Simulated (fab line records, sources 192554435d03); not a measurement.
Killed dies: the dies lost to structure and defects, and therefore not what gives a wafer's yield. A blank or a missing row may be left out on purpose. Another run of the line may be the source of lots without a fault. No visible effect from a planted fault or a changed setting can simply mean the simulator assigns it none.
Matching of chambers + flow n5Finfet + N5_BEOL_M13_DESCUM_15 on rieDiel-04 has 4 sister chambers
The step chemistry O2, time 7.9 s. 4 wafers are shown with their chamber, then 11 later ones without.

EACH WAFER AND ITS CHAMBER
| wafer  | chamber | drypumpMotorCurrentA (A) |
|--------|---------|--------------------------|
| L084.5 | 1       | 5.2                      |
| L086.1 | 2       | 6.2                      |
| L086.6 | 3       | 6.2                      |
| L092.1 | 0       | 4.8                      |

WAFERS WITH NO CHAMBER GIVEN
| wafer  | drypumpMotorCurrentA (A) |
|--------|--------------------------|
| L092.4 | 6.1                      |
| L092.6 | 5.2                      |
| L090.1 | 6.2                      |
| L090.3 | 4.8                      |
| L090.4 | 5.2                      |
| L095.3 | 6.2                      |
| L095.5 | 6.2                      |
| L095.6 | 4.8                      |
| L096.1 | 6.2                      |
| L096.2 | 5.2                      |
| L096.4 | 4.8                      |

WHICH CHAMBER EACH WENT THROUGH
| wafer  | from the rows above     | in truth |
|--------|-------------------------|----------|
| L092.4 | can't be placed: 2 or 3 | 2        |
| L092.6 | 1                       | 1        |
| L090.1 | can't be placed: 2 or 3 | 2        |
| L090.3 | 0                       | 0        |
| L090.4 | 1                       | 1        |
| L095.3 | can't be placed: 2 or 3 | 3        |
| L095.5 | can't be placed: 2 or 3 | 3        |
| L095.6 | 0                       | 0        |
| L096.1 | can't be placed: 2 or 3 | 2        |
| L096.2 | 1                       | 1        |
| L096.4 | 0                       | 0        |
6 of 11 placed correctly. From these rows, 5 cannot be placed; in 5 the true chamber is one of the candidates. Placed wrongly: 0.
How it was worked out, from the rows above alone: a wafer's distance from a chamber is the root of the sum, over the readings, of the square of ((its reading less the chamber's mean) divided by the reading's scatter). The wafer belongs to the nearest chamber; if the next one is less than 2 further off, it can't be placed. Each chamber's mean is taken over the wafers shown for it. The scatter: root of mean squared gap, hidden wafer to nearest shown wafer, with one shown wafer a chamber.
